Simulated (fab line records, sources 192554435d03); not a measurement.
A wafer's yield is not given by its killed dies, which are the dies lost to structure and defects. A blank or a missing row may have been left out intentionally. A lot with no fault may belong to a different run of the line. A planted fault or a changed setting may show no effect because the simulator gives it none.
fab line records || flow n5Finfet || part 2 of 2: steps 15 to 25 of 25
[record] {"lots": 5, "wafers": 15, "lastDay": 16}
route steps=1938 shown BEOL_M0_CUTY@709 BEOL_M0@715
lots untouched by any fault: they come from a run of this same line in which no faults occurred
startH: hours from the record's opening day to when the first of the lot's shown wafers began || waitH: hours from the lot's prior step to this one || " unchanged from the row above || L1.1+2: one row covering several wafers at once || - no value, or no start was given || * or withheld: withheld || < > ~ a bound
route shown NAME@n: a module of which the file shows steps, and the number in the route of the first || usual: average and standard deviation across the fault-free wafers || same: alike in all rows || chamber/n: place in a boat || sites: each site's reading || _std_site: standard deviation of those values || _edge_site: mean of outer sites minus mean of inner sites || radiusMm: for every site, how far away it sits from the centre of the wafer || mask NAME#n: copy n || behind: the last tool/chamber to shape the wafer || hold: reason for holding the lot/hours on hold/outcome of the hold || device: which transistor (n, p or np) failed to switch || end of line: tests of these same wafers at the route's end || a step given without rows: its recipe and nothing more || killed: at the first sort, the dies lost to defects and structure; wafer yield is something else || map: a wafer's dies, marking killed ones x, the rest . and places with no die _
set.NAME: the setting the step ran with; set.NAME@STEP: the setting that earlier step ran with || model.NAME: the simulator's own value behind a step, which no gauge read
a table for each step, a row for each wafer; lots at some steps of the route
services: when a tool's chamber went out of use (startH, in hours from the record's first day, below 0 if earlier), for how many hours, and the reason
[[steps]]
[step N5_BEOL_M0_OCD_MEAS_108]
[usual] {"trenchDepthNm": "32.8/0.65"}
{"lot.wafer": "L076.1", "tool": "ocd-01", "chamber": "-", "startH": 132.02, "waitH": 0.1, "trenchDepthNm": 31.8}
{"lot.wafer": "L076.2", "tool": "ocd-01", "chamber": "-", "startH": 132.02, "waitH": 0.1, "trenchDepthNm": 32.3}
{"lot.wafer": "L076.5", "tool": "ocd-01", "chamber": "-", "startH": 132.02, "waitH": 0.1, "trenchDepthNm": 32.0}
{"lot.wafer": "L081.1", "tool": "ocd-01", "chamber": "-", "startH": 159.76, "waitH": 0.1, "trenchDepthNm": 33.7}
{"lot.wafer": "L081.5", "tool": "ocd-01", "chamber": "-", "startH": 159.76, "waitH": 0.1, "trenchDepthNm": 33.4}
{"lot.wafer": "L081.6", "tool": "ocd-01", "chamber": "-", "startH": 159.76, "waitH": 0.1, "trenchDepthNm": 32.9}
{"lot.wafer": "L085.1", "tool": "ocd-01", "chamber": "-", "startH": 187.48, "waitH": 0.1, "trenchDepthNm": 33.6}
{"lot.wafer": "L085.2", "tool": "ocd-01", "chamber": "-", "startH": 187.48, "waitH": 0.1, "trenchDepthNm": 33.0}
{"lot.wafer": "L085.4", "tool": "ocd-01", "chamber": "-", "startH": 187.48, "waitH": 0.1, "trenchDepthNm": 32.7}
{"lot.wafer": "L087.3", "tool": "ocd-02", "chamber": "-", "startH": 195.08, "waitH": 0.1, "trenchDepthNm": 32.5}
{"lot.wafer": "L087.4", "tool": "ocd-02", "chamber": "-", "startH": 195.08, "waitH": 0.1, "trenchDepthNm": 33.1}
{"lot.wafer": "L087.6", "tool": "ocd-02", "chamber": "-", "startH": 195.08, "waitH": 0.1, "trenchDepthNm": 32.6}
{"lot.wafer": "L089.3", "tool": "ocd-02", "chamber": "-", "startH": 207.60, "waitH": 0.1, "trenchDepthNm": 32.5}
{"lot.wafer": "L089.4", "tool": "ocd-02", "chamber": "-", "startH": 207.60, "waitH": 0.1, "trenchDepthNm": 33.3}
{"lot.wafer": "L089.5", "tool": "ocd-02", "chamber": "-", "startH": 207.60, "waitH": 0.1, "trenchDepthNm": 32.6}
[step N5_BEOL_M0_HM_STRIP_129]
[recipe] {"chemistry": "peroxideTinStrip", "material": "TiN", "targetDepthA": 170, "tempC": 50, "timeS": 108}
{"lot.wafer": "L076.1+2+5", "tool": "wetBench-03", "chamber": "2,5,4", "startH": 132.06, "waitH": 0.0}
{"lot.wafer": "L081.1+5+6", "tool": "wetBench-04", "chamber": "2,7,5", "startH": 159.79, "waitH": 0.0}
{"lot.wafer": "L085.1+2+4", "tool": "wetBench-04", "chamber": "0,2,3", "startH": 187.51, "waitH": 0.0}
{"lot.wafer": "L087.3+4+6", "tool": "wetBench-01", "chamber": "7,5,3", "startH": 195.11, "waitH": 0.0}
{"lot.wafer": "L089.3+4+5", "tool": "wetBench-01", "chamber": "0,2,5", "startH": 207.63, "waitH": 0.0}
[step N5_BEOL_M0_SRD_130]
[recipe] {"timeS": 30, "tempC": 23, "rinseLiquid": "diw", "dry": "ipaMarangoni"}
{"lot.wafer": "L076.1+2+5", "tool": "wetBench-03", "chamber": "2,5,4", "startH": 132.09, "waitH": 0.0}
{"lot.wafer": "L081.1+5+6", "tool": "wetBench-04", "chamber": "2,7,5", "startH": 159.82, "waitH": 0.0}
{"lot.wafer": "L085.1+2+4", "tool": "wetBench-04", "chamber": "0,2,3", "startH": 187.55, "waitH": 0.0}
{"lot.wafer": "L087.3+4+6", "tool": "wetBench-01", "chamber": "7,5,3", "startH": 195.14, "waitH": 0.0}
{"lot.wafer": "L089.3+4+5", "tool": "wetBench-01", "chamber": "0,2,5", "startH": 207.66, "waitH": 0.0}
[step N5_BEOL_M0_ETCH_109]
[recipe] {"chemistry": "CH3F/O2", "targetDepthA": 80, "overetchA": 24, "target": "SiCN", "timeS": 27.4, "ionEnergyEv": 120, "pressureMtorr": 30, "sourceW": 395, "biasW": 75, "Ar_flow_sccm": 150, "CH3F_flow_sccm": 30, "O2_flow_sccm": 20}
[usual] {"drypumpMotorCurrentA": "5.8/0.36", "mfcArSccm": "150.0/0.48", "oesProductAu": "0.71/0.072", "rfVppV": "297.8/1.3", "showerheadPlenumPTorr": "2.02/0.053", "throttleValvePct": "16.29/0.28"}
{"lot.wafer": "L076.1", "tool": "rieDiel-01", "chamber": 0, "startH": 132.13, "waitH": 0.0, "drypumpMotorCurrentA": 6.0, "mfcArSccm": 149.8, "oesProductAu": 0.75, "rfHoursCounterH": 32, "rfVppV": 299.8, "showerheadPlenumPTorr": 2.11, "throttleValvePct": 16.05}
{"lot.wafer": "L076.2", "tool": "rieDiel-01", "chamber": 3, "startH": 132.13, "waitH": 0.0, "drypumpMotorCurrentA": 5.3, "mfcArSccm": 150.4, "oesProductAu": 0.79, "rfHoursCounterH": 10, "rfVppV": 301.0, "showerheadPlenumPTorr": 2.14, "throttleValvePct": 16.35}
{"lot.wafer": "L076.5", "tool": "rieDiel-01", "chamber": 1, "startH": 132.13, "waitH": 0.0, "drypumpMotorCurrentA": 6.1, "mfcArSccm": 150.3, "oesProductAu": 0.62, "rfHoursCounterH": "-", "rfVppV": 296.9, "showerheadPlenumPTorr": 1.97, "throttleValvePct": 16.49}
{"lot.wafer": "L081.1", "tool": "rieDiel-06", "chamber": 3, "startH": 159.87, "waitH": 0.0, "drypumpMotorCurrentA": 5.4, "mfcArSccm": 150.1, "oesProductAu": 0.59, "rfHoursCounterH": 197, "rfVppV": 298.4, "showerheadPlenumPTorr": 1.98, "throttleValvePct": 16.61}
{"lot.wafer": "L081.5", "tool": "rieDiel-06", "chamber": 0, "startH": 159.87, "waitH": 0.0, "drypumpMotorCurrentA": 6.2, "mfcArSccm": 150.0, "oesProductAu": 0.78, "rfHoursCounterH": "-", "rfVppV": 295.6, "showerheadPlenumPTorr": 1.96, "throttleValvePct": 16.34}
{"lot.wafer": "L081.6", "tool": "rieDiel-06", "chamber": 1, "startH": 159.87, "waitH": 0.0, "drypumpMotorCurrentA": 6.5, "mfcArSccm": 150.5, "oesProductAu": 0.81, "rfHoursCounterH": "-", "rfVppV": 299.1, "showerheadPlenumPTorr": 2.04, "throttleValvePct": 16.35}
{"lot.wafer": "L085.1", "tool": "rieDiel-02", "chamber": 2, "startH": 187.59, "waitH": 0.0, "drypumpMotorCurrentA": 6.2, "mfcArSccm": 149.1, "oesProductAu": 0.76, "rfHoursCounterH": 47, "rfVppV": 298.6, "showerheadPlenumPTorr": 2.02, "throttleValvePct": 15.87}
{"lot.wafer": "L085.2", "tool": "rieDiel-02", "chamber": 3, "startH": 187.59, "waitH": 0.0, "drypumpMotorCurrentA": 5.5, "mfcArSccm": 150.5, "oesProductAu": 0.75, "rfHoursCounterH": 22, "rfVppV": 296.3, "showerheadPlenumPTorr": 2.05, "throttleValvePct": 15.88}
{"lot.wafer": "L085.4", "tool": "rieDiel-02", "chamber": 1, "startH": 187.59, "waitH": 0.0, "drypumpMotorCurrentA": 5.5, "mfcArSccm": 149.5, "oesProductAu": 0.62, "rfHoursCounterH": 210, "rfVppV": 299.5, "showerheadPlenumPTorr": 2.07, "throttleValvePct": 16.76}
{"lot.wafer": "L087.3", "tool": "rieDiel-01", "chamber": 0, "startH": 195.18, "waitH": 0.0, "drypumpMotorCurrentA": 6.0, "mfcArSccm": 150.2, "oesProductAu": 0.71, "rfHoursCounterH": 54, "rfVppV": 299.9, "showerheadPlenumPTorr": 2.10, "throttleValvePct": 16.10}
{"lot.wafer": "L087.4", "tool": "rieDiel-01", "chamber": 2, "startH": 195.18, "waitH": 0.0, "drypumpMotorCurrentA": 5.9, "mfcArSccm": 149.6, "oesProductAu": 0.59, "rfHoursCounterH": 237, "rfVppV": 298.2, "showerheadPlenumPTorr": 2.06, "throttleValvePct": 16.54}
{"lot.wafer": "L087.6", "tool": "rieDiel-01", "chamber": 3, "startH": 195.18, "waitH": 0.0, "drypumpMotorCurrentA": 5.3, "mfcArSccm": 149.1, "oesProductAu": 0.73, "rfHoursCounterH": "-", "rfVppV": 300.0, "showerheadPlenumPTorr": 2.13, "throttleValvePct": 16.41}
{"lot.wafer": "L089.3", "tool": "rieDiel-06", "chamber": 3, "startH": 207.71, "waitH": 0.0, "drypumpMotorCurrentA": 5.4, "mfcArSccm": 150.6, "oesProductAu": 0.57, "rfHoursCounterH": 215, "rfVppV": 297.6, "showerheadPlenumPTorr": 1.98, "throttleValvePct": 16.65}
{"lot.wafer": "L089.4", "tool": "rieDiel-06", "chamber": 0, "startH": 207.71, "waitH": 0.0, "drypumpMotorCurrentA": 6.2, "mfcArSccm": 148.6, "oesProductAu": 0.74, "rfHoursCounterH": 37, "rfVppV": 297.0, "showerheadPlenumPTorr": 1.95, "throttleValvePct": 16.38}
{"lot.wafer": "L089.5", "tool": "rieDiel-06", "chamber": 3, "startH": 207.71, "waitH": 0.0, "drypumpMotorCurrentA": 5.4, "mfcArSccm": 150.3, "oesProductAu": 0.58, "rfHoursCounterH": "-", "rfVppV": 295.8, "showerheadPlenumPTorr": 1.97, "throttleValvePct": 16.63}
[step N5_BEOL_M0_STRIP_139]
[recipe] {"chemistry": "postEtchResidueRemover", "timeS": 60, "tempC": 25, "removerPh": "withheld", "removerWaterWtPct": "withheld", "removerFluorideWtPct": "withheld"}
{"lot.wafer": "L076.1+2+5", "tool": "wetBench-04", "chamber": "2,6,5", "startH": 132.24, "waitH": 0.1}
{"lot.wafer": "L081.1+5+6", "tool": "wetBench-03", "chamber": "7,5,0", "startH": 159.97, "waitH": 0.1}
{"lot.wafer": "L085.1+2+4", "tool": "wetBench-03", "chamber": "7,0,1", "startH": 187.69, "waitH": 0.1}
{"lot.wafer": "L087.3+4+6", "tool": "wetBench-01", "chamber": "6,7,4", "startH": 195.29, "waitH": 0.1}
{"lot.wafer": "L089.3+4+5", "tool": "wetBench-03", "chamber": "0,4,7", "startH": 207.81, "waitH": 0.1}
[step N5_BEOL_M0_SRD_111]
[recipe] {"timeS": 30, "tempC": 23, "rinseLiquid": "diw", "dry": "ipaMarangoni"}
{"lot.wafer": "L076.1+2+5", "tool": "wetBench-04", "chamber": "2,6,5", "startH": 132.26, "waitH": 0.0}
{"lot.wafer": "L081.1+5+6", "tool": "wetBench-03", "chamber": "7,5,0", "startH": 159.99, "waitH": 0.0}
{"lot.wafer": "L085.1+2+4", "tool": "wetBench-03", "chamber": "7,0,1", "startH": 187.71, "waitH": 0.0}
{"lot.wafer": "L087.3+4+6", "tool": "wetBench-01", "chamber": "6,7,4", "startH": 195.31, "waitH": 0.0}
{"lot.wafer": "L089.3+4+5", "tool": "wetBench-03", "chamber": "0,4,7", "startH": 207.83, "waitH": 0.0}
[step N5_BEOL_M0_DEGAS_112]
[recipe] {"ambient": "vacuum", "tempC": 250, "timeS": 60}
[usual] {"heaterPowerW": "315/28"}
{"lot.wafer": "L076.1", "tool": "pvdSputter-03", "chamber": "-", "startH": 132.48, "waitH": 0.2, "heaterPowerW": 305}
{"lot.wafer": "L076.2", "tool": "pvdSputter-03", "chamber": "-", "startH": 132.48, "waitH": 0.2, "heaterPowerW": 301}
{"lot.wafer": "L076.5", "tool": "pvdSputter-03", "chamber": "-", "startH": 132.48, "waitH": 0.2, "heaterPowerW": 273}
{"lot.wafer": "L081.1", "tool": "pvdSputter-02", "chamber": "-", "startH": 161.65, "waitH": 1.6, "heaterPowerW": 333}
{"lot.wafer": "L081.5", "tool": "pvdSputter-02", "chamber": "-", "startH": 161.65, "waitH": 1.6, "heaterPowerW": 344}
{"lot.wafer": "L081.6", "tool": "pvdSputter-02", "chamber": "-", "startH": 161.65, "waitH": 1.6, "heaterPowerW": 271}
{"lot.wafer": "L085.1", "tool": "pvdSputter-01", "chamber": "-", "startH": 189.74, "waitH": 2.0, "heaterPowerW": 360}
{"lot.wafer": "L085.2", "tool": "pvdSputter-01", "chamber": "-", "startH": 189.74, "waitH": 2.0, "heaterPowerW": 340}
{"lot.wafer": "L085.4", "tool": "pvdSputter-01", "chamber": "-", "startH": 189.74, "waitH": 2.0, "heaterPowerW": 358}
{"lot.wafer": "L087.3", "tool": "pvdSputter-01", "chamber": "-", "startH": 195.56, "waitH": 0.2, "heaterPowerW": 346}
{"lot.wafer": "L087.4", "tool": "pvdSputter-01", "chamber": "-", "startH": 195.56, "waitH": 0.2, "heaterPowerW": 363}
{"lot.wafer": "L087.6", "tool": "pvdSputter-01", "chamber": "-", "startH": 195.56, "waitH": 0.2, "heaterPowerW": 345}
{"lot.wafer": "L089.3", "tool": "pvdSputter-03", "chamber": "-", "startH": 208.43, "waitH": 0.6, "heaterPowerW": 301}
{"lot.wafer": "L089.4", "tool": "pvdSputter-03", "chamber": "-", "startH": 208.43, "waitH": 0.6, "heaterPowerW": 282}
{"lot.wafer": "L089.5", "tool": "pvdSputter-03", "chamber": "-", "startH": 208.43, "waitH": 0.6, "heaterPowerW": 300}
[step N5_BEOL_M0_PRE_CLEAN_113]
[recipe] {"gas": "H2/He", "timeS": 30, "tempC": 250}
[usual] {"heaterPowerW": "315/27"}
{"lot.wafer": "L076.1", "tool": "pvdSputter-03", "chamber": "-", "startH": 132.52, "waitH": 0.0, "heaterPowerW": 291}
{"lot.wafer": "L076.2", "tool": "pvdSputter-03", "chamber": "-", "startH": 132.52, "waitH": 0.0, "heaterPowerW": 306}
{"lot.wafer": "L076.5", "tool": "pvdSputter-03", "chamber": "-", "startH": 132.52, "waitH": 0.0, "heaterPowerW": 273}
{"lot.wafer": "L081.1", "tool": "pvdSputter-02", "chamber": "-", "startH": 161.69, "waitH": 0.0, "heaterPowerW": 336}
{"lot.wafer": "L081.5", "tool": "pvdSputter-02", "chamber": "-", "startH": 161.69, "waitH": 0.0, "heaterPowerW": 338}
{"lot.wafer": "L081.6", "tool": "pvdSputter-02", "chamber": "-", "startH": 161.69, "waitH": 0.0, "heaterPowerW": 278}
{"lot.wafer": "L085.1", "tool": "pvdSputter-01", "chamber": "-", "startH": 189.78, "waitH": 0.0, "heaterPowerW": 371}
{"lot.wafer": "L085.2", "tool": "pvdSputter-01", "chamber": "-", "startH": 189.78, "waitH": 0.0, "heaterPowerW": 344}
{"lot.wafer": "L085.4", "tool": "pvdSputter-01", "chamber": "-", "startH": 189.78, "waitH": 0.0, "heaterPowerW": 356}
{"lot.wafer": "L087.3", "tool": "pvdSputter-01", "chamber": "-", "startH": 195.60, "waitH": 0.0, "heaterPowerW": 340}
{"lot.wafer": "L087.4", "tool": "pvdSputter-01", "chamber": "-", "startH": 195.60, "waitH": 0.0, "heaterPowerW": 353}
{"lot.wafer": "L087.6", "tool": "pvdSputter-01", "chamber": "-", "startH": 195.60, "waitH": 0.0, "heaterPowerW": 344}
{"lot.wafer": "L089.3", "tool": "pvdSputter-03", "chamber": "-", "startH": 208.47, "waitH": 0.0, "heaterPowerW": 302}
{"lot.wafer": "L089.4", "tool": "pvdSputter-03", "chamber": "-", "startH": 208.47, "waitH": 0.0, "heaterPowerW": 272}
{"lot.wafer": "L089.5", "tool": "pvdSputter-03", "chamber": "-", "startH": 208.47, "waitH": 0.0, "heaterPowerW": 303}
[step N5_BEOL_M0_ALD_136]
[recipe] {"material": "TaN", "targetThkA": "*", "tempC": 275, "aldPrecursorFamily": "PDMAT", "aldCoReactant": "NH3", "pressureTorr": 3, "carrierFlowSccm": 1500, "pulseTimeS": 2, "purgeTimeS": 3, "coReactantPurgeTimeS": 2, "coReactantPulseTimeS": 3, "aldCycles": 30, "precursorVesselTempC": 75, "precursorVesselPressureTorr": 26.25, "precursorVesselCarrierSccm": 1000}
[usual] {"heaterPowerW": "404/43", "precursorVesselCarrierSccm": "999.9/2.9"}
{"lot.wafer": "L076.1", "tool": "aldMetal-03", "chamber": 1, "startH": 132.63, "waitH": 0.1, "heaterPowerW": 390, "precursorVesselCarrierSccm": 997.0}
{"lot.wafer": "L076.2", "tool": "aldMetal-03", "chamber": 2, "startH": 132.63, "waitH": 0.1, "heaterPowerW": 439, "precursorVesselCarrierSccm": 1002.0}
{"lot.wafer": "L076.5", "tool": "aldMetal-03", "chamber": 2, "startH": 132.63, "waitH": 0.1, "heaterPowerW": 440, "precursorVesselCarrierSccm": 1004.1}
{"lot.wafer": "L081.1", "tool": "aldMetal-04", "chamber": 1, "startH": 161.80, "waitH": 0.1, "heaterPowerW": 353, "precursorVesselCarrierSccm": 1000.3}
{"lot.wafer": "L081.5", "tool": "aldMetal-04", "chamber": 0, "startH": 161.80, "waitH": 0.1, "heaterPowerW": 349, "precursorVesselCarrierSccm": 995.4}
{"lot.wafer": "L081.6", "tool": "aldMetal-04", "chamber": 3, "startH": 161.80, "waitH": 0.1, "heaterPowerW": 407, "precursorVesselCarrierSccm": 997.6}
{"lot.wafer": "L085.1", "tool": "aldMetal-03", "chamber": 2, "startH": 189.85, "waitH": 0.1, "heaterPowerW": 428, "precursorVesselCarrierSccm": 999.8}
{"lot.wafer": "L085.2", "tool": "aldMetal-03", "chamber": 0, "startH": 189.85, "waitH": 0.1, "heaterPowerW": 437, "precursorVesselCarrierSccm": 997.2}
{"lot.wafer": "L085.4", "tool": "aldMetal-03", "chamber": 3, "startH": 189.85, "waitH": 0.1, "heaterPowerW": 374, "precursorVesselCarrierSccm": 999.2}
{"lot.wafer": "L087.3", "tool": "aldMetal-02", "chamber": 3, "startH": 195.72, "waitH": 0.1, "heaterPowerW": 343, "precursorVesselCarrierSccm": 1002.1}
{"lot.wafer": "L087.4", "tool": "aldMetal-02", "chamber": 0, "startH": 195.72, "waitH": 0.1, "heaterPowerW": 455, "precursorVesselCarrierSccm": 1001.9}
{"lot.wafer": "L087.6", "tool": "aldMetal-02", "chamber": 1, "startH": 195.72, "waitH": 0.1, "heaterPowerW": 458, "precursorVesselCarrierSccm": 998.7}
{"lot.wafer": "L089.3", "tool": "aldMetal-04", "chamber": 1, "startH": 208.57, "waitH": 0.1, "heaterPowerW": 351, "precursorVesselCarrierSccm": 1003.1}
{"lot.wafer": "L089.4", "tool": "aldMetal-04", "chamber": 2, "startH": 208.57, "waitH": 0.1, "heaterPowerW": 436, "precursorVesselCarrierSccm": 1004.1}
{"lot.wafer": "L089.5", "tool": "aldMetal-04", "chamber": 3, "startH": 208.57, "waitH": 0.1, "heaterPowerW": 415, "precursorVesselCarrierSccm": 1001.2}
[step N5_BEOL_M0_SURFACE_TREAT_137]
[recipe] {"gas": "Ar", "timeS": "*", "ionEnergyEv": "*", "ionCurrentMaCm2": 0.5, "pressureMtorr": "*", "arFlowSccm": 30}
[usual] {"arFlowSccm": "30.01/0.091", "throttleValvePct": "*"}
{"lot.wafer": "L076.1", "tool": "pvdSputter-03", "chamber": "-", "startH": 132.92, "waitH": 0.2, "arFlowSccm": 30.00, "throttleValvePct": "*"}
{"lot.wafer": "L076.2", "tool": "pvdSputter-03", "chamber": "-", "startH": 132.92, "waitH": 0.2, "arFlowSccm": 29.82, "throttleValvePct": "*"}
{"lot.wafer": "L076.5", "tool": "pvdSputter-03", "chamber": "-", "startH": 132.92, "waitH": 0.2, "arFlowSccm": 30.03, "throttleValvePct": "*"}
{"lot.wafer": "L081.1", "tool": "pvdSputter-03", "chamber": "-", "startH": 162.06, "waitH": 0.2, "arFlowSccm": 30.04, "throttleValvePct": "*"}
{"lot.wafer": "L081.5", "tool": "pvdSputter-03", "chamber": "-", "startH": 162.06, "waitH": 0.2, "arFlowSccm": 29.95, "throttleValvePct": "*"}
{"lot.wafer": "L081.6", "tool": "pvdSputter-03", "chamber": "-", "startH": 162.06, "waitH": 0.2, "arFlowSccm": 30.10, "throttleValvePct": "*"}
{"lot.wafer": "L085.1", "tool": "pvdSputter-01", "chamber": "-", "startH": 190.10, "waitH": 0.1, "arFlowSccm": 29.93, "throttleValvePct": "*"}
{"lot.wafer": "L085.2", "tool": "pvdSputter-01", "chamber": "-", "startH": 190.10, "waitH": 0.1, "arFlowSccm": 30.05, "throttleValvePct": "*"}
{"lot.wafer": "L085.4", "tool": "pvdSputter-01", "chamber": "-", "startH": 190.10, "waitH": 0.1, "arFlowSccm": 29.97, "throttleValvePct": "*"}
{"lot.wafer": "L087.3", "tool": "pvdSputter-01", "chamber": "-", "startH": 195.96, "waitH": 0.1, "arFlowSccm": 30.06, "throttleValvePct": "*"}
{"lot.wafer": "L087.4", "tool": "pvdSputter-01", "chamber": "-", "startH": 195.96, "waitH": 0.1, "arFlowSccm": 30.02, "throttleValvePct": "*"}
{"lot.wafer": "L087.6", "tool": "pvdSputter-01", "chamber": "-", "startH": 195.96, "waitH": 0.1, "arFlowSccm": 29.95, "throttleValvePct": "*"}
{"lot.wafer": "L089.3", "tool": "pvdSputter-03", "chamber": "-", "startH": 209.07, "waitH": 0.4, "arFlowSccm": 30.00, "throttleValvePct": "*"}
{"lot.wafer": "L089.4", "tool": "pvdSputter-03", "chamber": "-", "startH": 209.07, "waitH": 0.4, "arFlowSccm": 30.01, "throttleValvePct": "*"}
{"lot.wafer": "L089.5", "tool": "pvdSputter-03", "chamber": "-", "startH": 209.07, "waitH": 0.4, "arFlowSccm": 29.96, "throttleValvePct": "*"}
[step N5_BEOL_M0_CVD_115]
[recipe] {"material": "Co", "targetThkA": "*", "tempC": "withheld", "precursor": "CCTBA/H2", "pressureTorr": 30, "timeS": 120}
{"lot.wafer": "L076.1+2+5", "tool": "cvdCo-02", "chamber": "2,0,0", "startH": 133.16, "waitH": 0.2}
{"lot.wafer": "L081.1+5+6", "tool": "cvdCo-01", "chamber": "0,0,2", "startH": 162.12, "waitH": 0.0}
{"lot.wafer": "L085.1+2+4", "tool": "cvdCo-01", "chamber": "1,0,2", "startH": 190.16, "waitH": 0.0}
{"lot.wafer": "L087.3+4+6", "tool": "cvdCo-01", "chamber": "2,0,0", "startH": 196.09, "waitH": 0.1}
{"lot.wafer": "L089.3+4+5", "tool": "cvdCo-01", "chamber": "1,2,1", "startH": 209.37, "waitH": 0.3}
[[services]]
{"tool": "aldMetal-02", "chamber": "-", "startH": 108.57, "hours": 2.8, "kind": "pm"}
{"tool": "aldMetal-02", "chamber": "-", "startH": 111.78, "hours": 14.6, "kind": "pm"}
{"tool": "rieMetal-01", "chamber": 0, "startH": 112.72, "hours": 24.5, "kind": "repair"}
{"tool": "rieDiel-06", "chamber": 1, "startH": 113.60, "hours": "-", "kind": "clean"}
{"tool": "rieDiel-06", "chamber": 1, "startH": 113.60, "hours": "-", "kind": "consumableReplace:focusRing"}
{"tool": "rieDiel-06", "chamber": 1, "startH": 113.60, "hours": 19.9, "kind": "scheduledDown"}
{"tool": "rieDiel-06", "chamber": 1, "startH": 113.60, "hours": 19.9, "kind": "ventCycle"}
{"tool": "cvdCo-02", "chamber": 1, "startH": 114.67, "hours": "-", "kind": "clean"}
{"tool": "cvdCo-02", "chamber": 1, "startH": 114.67, "hours": 22.0, "kind": "scheduledDown"}
{"tool": "aldMetal-03", "chamber": 1, "startH": 122.43, "hours": 6.3, "kind": "repair"}
{"tool": "rieMetal-01", "chamber": 0, "startH": 144.41, "hours": 8.5, "kind": "repair"}
{"tool": "cvdCo-01", "chamber": 0, "startH": 152.11, "hours": 7.9, "kind": "repair"}
{"tool": "cvdCo-02", "chamber": "-", "startH": 155.95, "hours": 1.9, "kind": "repair"}
{"tool": "pvdSputter-03", "chamber": "-", "startH": 157.71, "hours": 0.7, "kind": "repair"}
{"tool": "aldMetal-03", "chamber": 3, "startH": 166.00, "hours": 7.6, "kind": "repair"}
{"tool": "rieDiel-02", "chamber": 2, "startH": 171.75, "hours": 5.4, "kind": "repair"}
{"tool": "rieDiel-01", "chamber": 1, "startH": 172.90, "hours": "-", "kind": "clean"}
{"tool": "rieDiel-01", "chamber": 1, "startH": 172.90, "hours": "-", "kind": "consumableReplace:focusRing"}
{"tool": "rieDiel-01", "chamber": 1, "startH": 172.90, "hours": 20.6, "kind": "scheduledDown"}
{"tool": "rieDiel-01", "chamber": 1, "startH": 172.90, "hours": 20.6, "kind": "ventCycle"}
{"tool": "rieDiel-01", "chamber": "-", "startH": 189.34, "hours": 0.3, "kind": "repair"}
{"tool": "cvdCo-01", "chamber": 1, "startH": 192.58, "hours": 13.5, "kind": "repair"}
{"tool": "aldMetal-03", "chamber": "-", "startH": 193.09, "hours": 2.8, "kind": "pm"}
{"tool": "cvdCo-02", "chamber": "-", "startH": 206.63, "hours": 3.8, "kind": "pm"}
